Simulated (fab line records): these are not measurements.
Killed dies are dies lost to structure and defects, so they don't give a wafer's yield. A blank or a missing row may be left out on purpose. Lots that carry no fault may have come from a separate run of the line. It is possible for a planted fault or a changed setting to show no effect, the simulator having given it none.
fab line records	flow nand_harc	part 1 of 2: steps 1 to 4 of 6
record: lots: 21	wafers: 63	last_day: 24
route steps=1159 shown A_CHANNEL_HOLE_D1@476 A_STAIRCASE@549
lots with no fault: from the same line, run without faults
start_h: hours from the record's first day to the start of the lot's first wafer shown	wait_h: hours elapsed since this lot's preceding step	" same as the row above	L1.1+2: one row covering several wafers at once	- either no value or no given start	* or withheld: withheld	< > ~ a bound
route shown NAME@n: NAME is a module with steps in the file, n the number in the route of the first one	usual: the fault-free wafers' mean and standard deviation	same: alike in all rows	chamber/n: place in a boat	sites: each site's reading	_std_site: standard deviation of those values	_edge_site: the outer-site mean with the inner-site mean subtracted	radius_mm: how far each site lies from the wafer's centre	mask NAME#n: copy n	behind: the most recent tool/chamber to have shaped the wafer	hold: what put the lot on hold/how long, in hours/how the hold closed	device: the n, p or np transistor that did not switch	end of line: the same wafers' tests at the end of the route	a step with no rows: only its recipe	killed: dies that structure and defects cost at the first sort, which is not the same as the wafer's yield	map: per-die view of a wafer (x killed, . not killed, _ where there is no die)
set.NAME: the setting that was run; set.NAME@STEP: the one run at that earlier step	model.NAME: the simulator's own value behind a step, which no gauge read
a sample of lots followed through the steps of the route, with each step as a table and each wafer as a row
services: the hour from which a tool's chamber was out of use, counted from the record's first day as start_h (under 0 if before that day), plus the number of hours and why
== steps ==
step: NHARC_A_CHANNEL_HOLE_D1_ETCH_24
recipe: bias_v: 5000	source_w: withheld	pressure_mtorr: 20	time_s: 906.2	ar_flow_sccm: 375	c4f8_flow_sccm: 93.8	o2_flow_sccm: 31.2	temp_c: -20	target_depth_a: 15000	chemistry: C4F8/O2/Ar
usual: drypump_motor_current_A: 5.84/0.2	o2_flow_sccm: 31.18/0.097	showerhead_plenum_p_Torr: 3.77/0.081	throttle_valve_pct: 32.237/0.009
lot.wafer	tool	chamber	start_h	wait_h	drypump_motor_current_A	o2_flow_sccm	rf_hours_counter_h	showerhead_plenum_p_Torr	throttle_valve_pct
L074.2	har_etch-02	0	166.79	0.6	5.74	31.19	99	3.65	32.229
L074.4	"	0	"	"	5.73	31.08	-	3.65	32.224
L074.6	"	1	"	"	5.62	31.10	-	3.87	32.228
L075.1	har_etch-01	1	190.81	0.6	6.15	31.37	196	3.82	32.250
L075.3	"	1	"	"	6.15	31.38	-	3.82	32.225
L075.6	"	0	"	"	5.74	31.03	-	3.82	32.236
L076.2	har_etch-02	0	191.07	0.6	5.74	31.08	106	3.65	32.239
L076.1	"	1	"	"	5.65	31.11	106	3.87	32.232
L076.6	"	0	"	"	5.71	30.95	-	3.65	32.224
L079.1	har_etch-01	0	203.86	0.6	5.79	31.10	201	3.81	32.227
L079.4	"	0	"	"	5.79	31.08	-	3.81	32.217
L079.6	"	0	"	"	5.80	31.16	-	3.81	32.239
L078.1	har_etch-01	1	207.91	0.6	6.14	31.29	205	3.81	32.252
L078.5	"	1	"	"	6.15	31.15	-	3.81	32.239
L078.6	"	0	"	"	5.77	31.22	-	3.81	32.229
L080.1	har_etch-01	0	214.17	0.6	5.78	31.19	211	3.81	32.245
L080.2	"	1	"	"	6.16	31.16	211	3.81	32.225
L080.4	"	0	"	"	5.79	31.31	-	3.81	32.236
L082.4	har_etch-01	0	219.35	0.6	5.79	31.32	-	3.81	32.244
L082.6	"	0	"	"	5.76	31.21	-	3.81	32.227
L082.5	"	1	"	"	6.18	30.97	-	3.81	32.227
L081.2	har_etch-02	0	220.25	0.6	5.73	31.10	119	3.64	32.246
L081.4	"	0	"	"	5.73	31.12	-	3.64	32.244
L081.6	"	0	"	"	5.72	31.23	-	3.64	32.215
L083.2	har_etch-01	1	227.49	0.6	6.19	31.23	219	3.80	32.231
L083.6	"	0	"	"	5.77	31.12	-	3.80	32.230
L083.5	"	1	"	"	6.19	31.22	-	3.80	32.234
L087.1	har_etch-01	1	250.35	0.6	6.15	31.22	228	3.80	32.243
L087.6	"	0	"	"	5.79	31.28	-	3.80	32.252
L087.5	"	1	"	"	6.16	31.19	-	3.80	32.233
L086.2	har_etch-02	1	251.37	0.6	5.65	31.16	129	3.85	32.227
L086.1	"	0	"	"	5.74	31.16	129	3.63	32.226
L086.5	"	0	"	"	5.73	31.20	-	3.63	32.245
L085.2	har_etch-01	0	254.40	0.6	5.77	31.23	232	3.80	32.247
L085.3	"	0	"	"	5.79	31.24	-	3.80	32.242
L085.5	"	0	"	"	5.76	31.20	-	3.80	32.244
L089.2	har_etch-01	1	268.05	0.6	6.13	31.17	236	3.80	32.238
L089.6	"	0	"	"	5.78	31.21	-	3.79	32.230
L089.5	"	1	"	"	6.13	31.18	-	3.79	32.226
L091.2	har_etch-02	1	270.89	0.6	5.69	31.21	140	3.85	32.240
L091.4	"	0	"	"	5.72	31.23	-	3.63	32.241
L091.6	"	1	"	"	5.62	31.18	-	3.85	32.250
L090.2	har_etch-02	1	276.71	0.6	5.67	31.23	146	3.85	32.244
L090.4	"	0	"	"	5.71	31.18	-	3.63	32.245
L090.5	"	0	"	"	5.71	31.17	-	3.63	32.251
L092.2	har_etch-01	1	279.86	0.6	6.17	30.98	244	3.79	32.251
L092.4	"	0	"	"	5.76	31.29	-	3.79	32.234
L092.6	"	0	"	"	5.76	31.19	-	3.79	32.233
L093.2	har_etch-01	0	298.65	0.6	5.75	31.30	250	3.79	32.231
L093.1	"	1	"	"	6.15	31.22	250	3.79	32.249
L093.6	"	1	"	"	6.16	31.27	-	3.79	32.237
L095.1	har_etch-02	0	299.97	0.6	5.72	31.15	152	3.62	32.240
L095.3	"	1	"	"	5.65	31.09	-	3.84	32.249
L095.6	"	1	"	"	5.66	31.23	-	3.84	32.238
L094.2	har_etch-01	0	302.82	0.6	5.78	31.19	253	3.79	32.226
L094.6	"	0	"	"	5.78	30.98	-	3.79	32.235
L094.5	"	1	"	"	6.18	31.25	-	3.79	32.243
L096.1	har_etch-02	0	310.73	0.6	5.72	31.22	161	3.62	32.233
L096.4	"	1	"	"	5.64	31.15	-	3.84	32.223
L096.5	"	1	"	"	5.62	31.07	-	3.84	32.241
L097.4	har_etch-02	0	315.14	0.6	5.74	31.28	-	3.61	32.248
L097.3	"	1	"	"	5.63	31.17	-	3.83	32.243
L097.6	"	0	"	"	5.74	31.16	-	3.62	32.229
step: NHARC_A_STAIRCASE_ETCH_13
recipe: target_depth_a: 1000	time_s: 40.5	ion_energy_ev: 400	c4f8_flow_sccm: 20	o2_flow_sccm: 10	ar_flow_sccm: withheld	rf_w: 600	bias_w: 1000	chemistry: C4F8/O2
usual: bias_w: 1000.1/2.7	oes_product_au: 0.933/0.015	rf_vpp_V: 898/5.3
lot.wafer	tool	chamber	start_h	wait_h	bias_w	oes_product_au	rf_hours_counter_h	rf_vpp_V
L074.2	rie_diel-07	1	-	-	1001.0	0.932	55	897
L074.4	"	2	"	"	1002.9	0.910	59	886
L074.6	"	2	"	"	1001.9	0.919	-	886
L076.2	rie_diel-07	1	-	-	996.4	0.924	2	896
L076.1	"	2	"	"	1002.3	0.928	2	906
L076.6	"	0	"	"	1002.9	0.943	-	901
L075.1	rie_diel-07	0	-	-	1004.7	0.926	2	903
L075.3	"	1	"	"	998.5	0.918	2	900
L075.6	"	0	"	"	1003.7	0.919	-	905
L079.1	rie_diel-06	3	-	-	998.9	0.933	2	902
L079.4	"	0	"	"	1000.2	0.945	2	899
L079.6	"	2	"	"	997.1	0.955	-	901
L078.1	rie_diel-13	0	-	-	999.8	0.916	60	885
L078.5	"	2	"	"	996.9	0.921	-	893
L078.6	"	3	"	"	993.4	0.931	-	887
L080.1	rie_diel-13	0	-	-	1000.6	0.926	63	889
L080.4	"	2	"	"	1002.6	0.909	63	894
L080.2	"	3	"	"	1004.2	0.924	60	886
L082.4	rie_diel-06	2	-	-	1001.3	0.976	6	902
L082.5	"	2	"	"	1002.3	0.975	-	901
L082.6	"	3	"	"	1003.8	0.947	-	900
L081.4	rie_diel-06	1	-	-	1004.8	0.939	9	893
L081.2	"	3	"	"	998.8	0.913	8	902
L081.6	"	1	"	"	998.4	0.936	-	894
L083.2	rie_diel-07	3	-	-	998.8	0.953	23	897
L083.6	"	0	"	"	1001.6	0.942	-	904
L083.5	"	1	"	"	1003.7	0.928	-	897
L087.1	rie_diel-06	0	-	-	999.8	0.945	18	900
L087.6	"	2	"	"	1000.4	0.943	-	901
L087.5	"	3	"	"	1000.3	0.920	-	902
L086.1	rie_diel-13	2	-	-	995.1	0.927	4	894
L086.2	"	1	"	"	1002.3	0.932	8	895
L086.5	"	2	"	"	997.1	0.936	-	894
L085.3	rie_diel-13	1	-	-	996.7	0.944	10	897
L085.2	"	2	"	"	1003.0	0.933	7	895
L085.5	"	0	"	"	1000.8	0.947	-	906
L089.2	rie_diel-07	1	-	-	1006.1	0.915	30	897
L089.6	"	0	"	"	1002.1	0.929	-	903
L089.5	"	1	"	"	1005.0	0.920	-	896
L091.2	rie_diel-06	3	-	-	997.4	0.931	26	901
L091.4	"	1	"	"	1004.7	0.923	25	893
L091.6	"	3	"	"	995.2	0.922	-	900
L090.4	rie_diel-07	2	-	-	1000.2	0.926	36	905
L090.2	"	0	"	"	997.1	0.943	35	901
L090.5	"	2	"	"	997.2	0.919	-	904
L092.2	rie_diel-13	1	-	-	1002.3	0.928	21	895
L092.6	"	1	"	"	1000.7	0.939	-	895
L092.4	"	3	"	"	995.2	0.945	-	886
L093.2	rie_diel-07	0	-	-	998.7	0.910	44	903
L093.1	"	1	"	"	999.1	0.915	46	898
L093.6	"	2	"	"	996.3	0.916	-	904
L094.2	rie_diel-07	2	-	-	1002.3	0.923	48	905
L094.6	"	2	"	"	1002.6	0.926	-	906
L094.5	"	3	"	"	1002.9	0.948	-	897
L095.1	rie_diel-06	0	-	-	996.5	0.946	39	899
L095.3	"	1	"	"	1000.1	0.937	37	892
L095.6	"	3	"	"	997.4	0.944	-	903
L096.4	rie_diel-06	1	-	-	996.0	0.936	40	891
L096.1	"	3	"	"	998.5	0.972	41	902
L096.5	"	2	"	"	1002.5	0.954	-	903
L097.4	rie_diel-07	1	-	-	998.4	0.925	50	897
L097.3	"	3	"	"	1002.1	0.936	50	898
L097.6	"	0	"	"	996.7	0.920	-	901
step: NHARC_A_STAIRCASE_TRIM_22
recipe: time_s: 211.2	o2_flow_sccm: 500	ar_flow_sccm: 0	bias_w: 0	chemistry: O2
usual: drypump_motor_current_A: 5.6/0.4	o2_flow_sccm: 500.2/1.5	oes_product_au: 0.996/0.013	rf_vpp_V: 57.9/0.86	showerhead_plenum_p_Torr: 3.58/0.15	throttle_valve_pct: 17.037/0.0099
same: bias_w: 0
lot.wafer	tool	chamber	start_h	wait_h	drypump_motor_current_A	o2_flow_sccm	oes_product_au	rf_hours_counter_h	rf_vpp_V	showerhead_plenum_p_Torr	throttle_valve_pct
L074.2	rie_diel-07	0	-	-	5.3	498.9	0.978	59	58.6	3.72	17.032
L074.6	"	2	"	"	6.3	502.0	0.985	-	57.1	3.26	17.024
L074.4	"	0	"	"	5.3	499.9	0.964	-	57.7	3.72	17.040
L076.1	rie_diel-13	2	-	-	5.4	497.5	0.989	51	59.1	3.48	17.038
L076.2	"	0	"	"	5.9	500.0	1.010	52	58.4	3.28	17.024
L076.6	"	1	"	"	6.2	500.5	1.000	-	57.4	3.54	17.024
L075.1	rie_diel-13	2	-	-	5.3	499.5	0.990	51	58.4	3.48	17.012
L075.3	"	0	"	"	5.9	499.0	0.994	52	56.6	3.28	17.029
L075.6	"	1	"	"	6.1	498.7	1.007	-	57.1	3.54	17.031
L079.1	rie_diel-06	2	-	-	5.5	500.5	1.021	1	58.5	3.71	17.037
L079.4	"	0	"	"	5.7	498.6	0.988	2	56.8	3.60	17.035
L079.6	"	3	"	"	4.9	496.4	0.989	-	57.9	3.69	17.028
L078.1	rie_diel-13	2	-	-	5.4	500.5	0.993	60	56.4	3.48	17.030
L078.5	"	2	"	"	5.4	499.9	0.988	-	57.4	3.48	17.047
L078.6	"	3	"	"	5.5	502.8	0.998	-	57.4	3.30	17.048
L080.4	rie_diel-07	3	-	-	5.8	498.6	1.001	14	57.8	3.60	17.037
L080.2	"	1	"	"	5.9	501.4	0.986	13	58.9	3.57	17.039
L080.1	"	2	"	"	6.3	502.6	0.983	13	58.3	3.80	17.036
L082.4	rie_diel-06	2	-	-	5.5	497.1	1.032	7	58.1	3.71	17.031
L082.5	"	2	"	"	5.5	498.2	1.024	-	57.6	3.71	17.032
L082.6	"	3	"	"	4.8	499.8	0.981	-	57.5	3.68	17.032
L081.4	rie_diel-06	3	-	-	4.8	499.9	0.999	9	57.5	3.68	17.026
L081.2	"	0	"	"	5.6	498.2	1.002	11	58.3	3.60	17.056
L081.6	"	3	"	"	4.8	500.3	0.987	-	59.4	3.68	17.039
L083.2	rie_diel-07	0	-	-	5.3	500.1	0.989	23	57.8	3.71	17.041
L083.5	"	2	"	"	6.3	498.6	0.991	-	58.4	3.79	17.044
L083.6	"	3	"	"	5.8	497.9	1.012	-	59.0	3.59	17.040
L087.1	rie_diel-13	3	-	-	5.5	499.9	1.010	6	56.9	3.29	17.027
L087.5	"	1	"	"	6.1	499.8	0.984	-	56.7	3.52	17.054
L087.6	"	2	"	"	5.4	501.9	1.007	-	57.2	3.47	17.054
L086.2	rie_diel-06	0	-	-	5.7	502.9	0.998	20	58.5	3.59	17.044
L086.1	"	2	"	"	5.5	500.8	0.998	18	59.4	3.70	17.059
L086.5	"	0	"	"	5.6	502.7	0.999	-	57.0	3.59	17.035
L085.2	rie_diel-06	0	-	-	5.7	500.4	1.016	23	58.4	3.59	17.037
L085.3	"	2	"	"	5.5	498.2	1.005	20	59.4	3.70	17.043
L085.5	"	0	"	"	5.7	501.4	1.000	-	56.4	3.59	17.023
L089.2	rie_diel-13	1	-	-	6.1	497.4	0.971	15	58.2	3.52	17.039
L089.6	"	3	"	"	5.5	499.6	0.999	-	55.9	3.29	17.041
L089.5	"	1	"	"	6.2	498.1	0.984	-	57.4	3.52	17.036
L091.2	rie_diel-06	3	-	-	4.8	502.6	0.985	26	58.2	3.67	17.033
L091.4	"	1	"	"	5.6	502.2	0.986	26	56.9	3.43	17.051
L091.6	"	3	"	"	4.8	500.9	0.992	-	57.7	3.67	17.057
L090.4	rie_diel-07	2	-	-	6.3	502.2	0.988	37	59.5	3.79	17.039
L090.2	"	1	"	"	5.9	504.4	0.991	35	57.6	3.56	17.039
L090.5	"	2	"	"	6.3	503.0	0.985	-	57.7	3.79	17.047
L092.2	rie_diel-13	1	-	-	6.1	500.0	0.987	22	56.6	3.52	17.043
L092.4	"	3	"	"	5.5	500.7	1.003	-	58.5	3.29	17.042
L092.6	"	0	"	"	5.9	498.1	0.992	-	59.1	3.80	17.032
L093.1	rie_diel-07	3	-	-	5.7	500.8	1.020	47	57.5	3.58	17.031
L093.2	"	0	"	"	5.3	500.1	1.002	45	58.4	3.70	17.031
L093.6	"	0	"	"	5.3	499.7	0.996	-	57.1	3.70	17.038
L094.2	rie_diel-06	1	-	-	5.7	500.3	0.973	38	57.3	3.43	17.028
L094.6	"	2	"	"	5.5	501.7	1.004	-	56.1	3.69	17.036
L094.5	"	3	"	"	4.8	501.0	1.005	-	58.1	3.67	17.030
L095.1	rie_diel-07	3	-	-	5.7	502.8	1.023	47	58.0	3.58	17.021
L095.3	"	1	"	"	5.9	499.7	0.998	47	59.8	3.55	17.052
L095.6	"	2	"	"	6.3	500.0	0.989	-	58.5	3.78	17.035
L096.4	rie_diel-06	2	-	-	5.5	499.9	1.010	39	58.7	3.69	17.038
L096.1	"	3	"	"	4.9	499.4	1.004	41	57.2	3.67	17.029
L096.5	"	3	"	"	4.9	501.7	0.997	-	56.9	3.67	17.029
L097.3	rie_diel-13	1	-	-	6.1	498.2	0.979	34	59.2	3.51	17.005
L097.4	"	2	"	"	5.3	499.8	0.993	21	56.7	3.46	17.048
L097.6	"	0	"	"	5.9	500.5	0.998	-	59.1	3.79	17.039
step: NHARC_A_STAIRCASE_TRIM_24
recipe: time_s: 211.2	o2_flow_sccm: 500	ar_flow_sccm: 0	bias_w: 0	chemistry: O2
usual: drypump_motor_current_A: 5.7/0.39	o2_flow_sccm: 499.9/1.5	oes_product_au: 0.994/0.012	rf_vpp_V: 58.0/0.93	showerhead_plenum_p_Torr: 3.58/0.15	throttle_valve_pct: 17.036/0.0084
same: bias_w: 0
lot.wafer	tool	chamber	start_h	wait_h	drypump_motor_current_A	o2_flow_sccm	oes_product_au	rf_hours_counter_h	rf_vpp_V	showerhead_plenum_p_Torr	throttle_valve_pct
L074.2	rie_diel-07	2	-	-	6.3	500.5	0.985	61	58.6	3.26	17.036
L074.6	"	2	"	"	6.3	500.6	0.988	-	56.3	3.26	17.027
L074.4	"	0	"	"	5.3	501.2	0.975	-	59.2	3.72	17.025
L076.1	rie_diel-13	3	-	-	5.5	501.8	0.995	49	56.8	3.30	17.033
L076.2	"	0	"	"	5.9	500.3	0.994	52	57.3	3.28	17.036
L076.6	"	1	"	"	6.1	501.2	0.998	-	57.1	3.54	17.044
L075.1	rie_diel-13	1	-	-	6.1	499.9	0.991	51	58.2	3.54	17.038
L075.3	"	2	"	"	5.4	500.3	0.991	51	56.9	3.48	17.039
L075.6	"	1	"	"	6.1	498.2	0.997	-	58.9	3.54	17.045
L079.1	rie_diel-06	0	-	-	5.7	499.5	0.993	2	59.1	3.60	17.037
L079.4	"	3	"	"	4.8	501.4	0.986	2	59.0	3.69	17.027
L079.6	"	0	"	"	5.7	498.5	1.009	-	57.4	3.60	17.035
L078.1	rie_diel-13	2	-	-	5.4	500.7	0.990	60	58.2	3.48	17.039
L078.6	"	0	"	"	5.9	502.9	0.992	-	57.3	3.28	17.036
L078.5	"	1	"	"	6.1	500.2	1.003	-	57.7	3.53	17.030
L080.2	rie_diel-07	2	-	-	6.3	501.6	0.987	13	58.2	3.80	17.034
L080.4	"	3	"	"	5.8	500.8	1.015	14	58.3	3.60	17.030
L080.1	"	0	"	"	5.3	500.7	0.989	14	59.5	3.71	17.036
L082.4	rie_diel-06	0	-	-	5.6	496.3	0.993	10	57.4	3.60	17.032
L082.5	"	0	"	"	5.6	499.4	0.999	-	58.2	3.60	17.032
L082.6	"	1	"	"	5.7	499.1	0.981	-	57.8	3.44	17.044
L081.2	rie_diel-06	0	-	-	5.6	500.5	1.003	12	57.7	3.60	17.035
L081.4	"	1	"	"	5.7	498.3	0.977	12	58.4	3.44	17.033
L081.6	"	3	"	"	4.8	501.0	0.983	-	58.1	3.68	17.050
L083.2	rie_diel-07	1	-	-	5.9	500.2	0.982	22	56.9	3.56	17.047
L083.5	"	2	"	"	6.3	497.3	0.977	-	58.9	3.79	17.029
L083.6	"	3	"	"	5.8	499.6	1.010	-	57.4	3.59	17.032
L087.1	rie_diel-13	1	-	-	6.2	496.7	0.968	8	58.8	3.52	17.042
L087.6	"	1	"	"	6.1	501.0	0.975	-	59.4	3.52	17.037
L087.5	"	2	"	"	5.3	500.0	0.994	-	57.9	3.47	17.042
L086.1	rie_diel-06	3	-	-	4.8	498.1	0.990	19	58.5	3.68	17.035
L086.2	"	0	"	"	5.6	499.9	1.011	20	58.8	3.59	17.040
L086.5	"	0	"	"	5.6	502.0	1.013	-	59.0	3.59	17.036
L085.2	rie_diel-06	0	-	-	5.6	500.8	1.003	23	57.8	3.59	17.030
L085.3	"	2	"	"	5.5	500.7	1.012	20	58.3	3.70	17.039
L085.5	"	1	"	"	5.7	499.7	0.992	-	58.0	3.44	17.048
L089.2	rie_diel-13	3	-	-	5.5	501.4	0.993	15	56.9	3.29	17.033
L089.6	"	3	"	"	5.5	500.8	0.996	-	56.9	3.29	17.026
L089.5	"	0	"	"	5.9	499.7	0.981	-	60.4	3.80	17.030
L091.4	rie_diel-06	0	-	-	5.7	498.4	1.007	28	58.2	3.59	17.035
L091.2	"	2	"	"	5.5	501.4	1.014	24	58.2	3.70	17.025
L091.6	"	0	"	"	5.6	500.8	1.005	-	59.1	3.59	17.036
L090.2	rie_diel-07	2	-	-	6.3	499.8	0.972	37	58.8	3.79	17.036
L090.4	"	1	"	"	5.9	499.7	0.985	35	58.1	3.56	17.041
L090.5	"	3	"	"	5.8	500.1	1.011	-	57.2	3.59	17.034
L092.2	rie_diel-13	1	-	-	6.2	497.8	0.991	22	58.0	3.52	17.051
L092.4	"	1	"	"	6.2	500.3	0.992	-	57.9	3.52	17.046
L092.6	"	3	"	"	5.5	497.7	1.000	-	58.4	3.29	17.024
L094.2	rie_diel-06	0	-	-	5.6	500.0	1.010	40	57.0	3.58	17.036
L094.6	"	1	"	"	5.6	496.1	0.990	-	57.7	3.43	17.025
L094.5	"	2	"	"	5.5	500.3	0.999	-	58.9	3.69	17.046
L093.2	rie_diel-07	3	-	-	5.7	498.8	1.015	47	58.8	3.58	17.033
L093.1	"	0	"	"	5.3	498.8	0.992	45	58.5	3.70	17.041
L093.6	"	3	"	"	5.7	497.0	1.010	-	57.6	3.58	17.054
L095.1	rie_diel-07	0	-	-	5.3	501.6	0.986	45	57.1	3.70	17.023
L095.3	"	1	"	"	5.8	498.0	0.979	47	57.8	3.55	17.030
L095.6	"	1	"	"	5.8	495.5	0.988	-	58.2	3.55	17.041
L096.4	rie_diel-06	2	-	-	5.5	498.9	0.999	39	58.1	3.69	17.036
L096.1	"	0	"	"	5.6	500.7	0.993	42	57.7	3.58	17.051
L096.5	"	2	"	"	5.5	500.6	1.009	-	59.0	3.69	17.023
L097.3	rie_diel-13	1	-	-	6.1	497.6	0.977	35	58.6	3.51	17.048
L097.4	"	2	"	"	5.4	500.6	0.995	21	56.6	3.46	17.044
L097.6	"	1	"	"	6.1	498.1	0.964	-	57.0	3.51	17.043
